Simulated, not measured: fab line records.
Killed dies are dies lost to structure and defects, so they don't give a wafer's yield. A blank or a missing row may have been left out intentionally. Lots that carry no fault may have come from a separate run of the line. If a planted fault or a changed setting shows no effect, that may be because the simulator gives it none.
Which of the tools did it? -- flow nand harc -- 6 lots, 18 wafers sampled, at 3 steps of a route of 1159

## WHAT THE GAUGES SHOWED, per wafer
NHARC_THIN_TSV_CD_MEAS_37.
lot,measured,on,cd nm (nm)
L211,day 19 12:38,cd sem-01,4996.2 4999.5 4999.9
L212,day 19 14:48,cd sem-01,5005.8 5001.2 5001.4
L214,day 20 00:24,cd sem-03,5003.1 5000.2 5000.4
L224,day 23 04:56,cd sem-02,4999.2 4993.7 4996.4
L229,day 24 13:56,cd sem-02,5000.5 5002.4 4998.4
L230,day 24 07:49,cd sem-03,5003.3 5001.0 4997.0

## WHAT TOOL EACH LOT RAN ON (gives the tool, then ch and the chambers of the sampled wafers, and finally the start)
lot,NHARC_P_M0_DEP_00,NHARC_THIN_TSV_DESCUM_14
L211,"pecvd-02 ch 0,2, day 6 11:54","rie diel-02 ch 0,2,3, day 19 05:16"
L212,"pecvd-03 ch 0,1, day 6 17:16","rie diel-02 ch 1,2,3, day 19 07:25"
L214,"pecvd-01 ch 0,1,2, day 7 14:15","rie diel-07 ch 0,1,2, day 19 16:22"
L224,"pecvd-01 ch 0,1, day 9 12:49","rie diel-02 ch 1,2, day 22 21:23"
L229,"pecvd-03 ch 0,1,2, day 11 01:41","rie diel-02 ch 0,2, day 24 06:45"
L230,"pecvd-03 ch 0,1,2, day 11 05:37","rie diel-02 ch 0,1,3, day 24 00:34"
- NHARC_P_M0_DEP_00: deposits SiOC, target thk 150 nm.
- NHARC_THIN_TSV_DESCUM_14: chemistry O2, time 3 s.

## THE ANSWER, worked out from the rows above alone
Rule: what is usual is taken from the lots themselves. Put in order of their means at a reading, lots are off if they are a third of the lots or fewer, leave a main group of 4 or more, and stand apart from it by a gap of 3 or more times the standard deviation of the main group's means; of several such gaps the widest counts. A main group is skipped when, at the precision printed for the reading in the tables above, its means are all equal. Also off: a lot with no number at a reading for which 4 or more lots have one. Any other lot the step has rows for is counted as sound.
Across all readings shown, no lot is off: no conclusion can be drawn from this.

## WHAT HAD BEEN PUT IN BY THE SIMULATOR
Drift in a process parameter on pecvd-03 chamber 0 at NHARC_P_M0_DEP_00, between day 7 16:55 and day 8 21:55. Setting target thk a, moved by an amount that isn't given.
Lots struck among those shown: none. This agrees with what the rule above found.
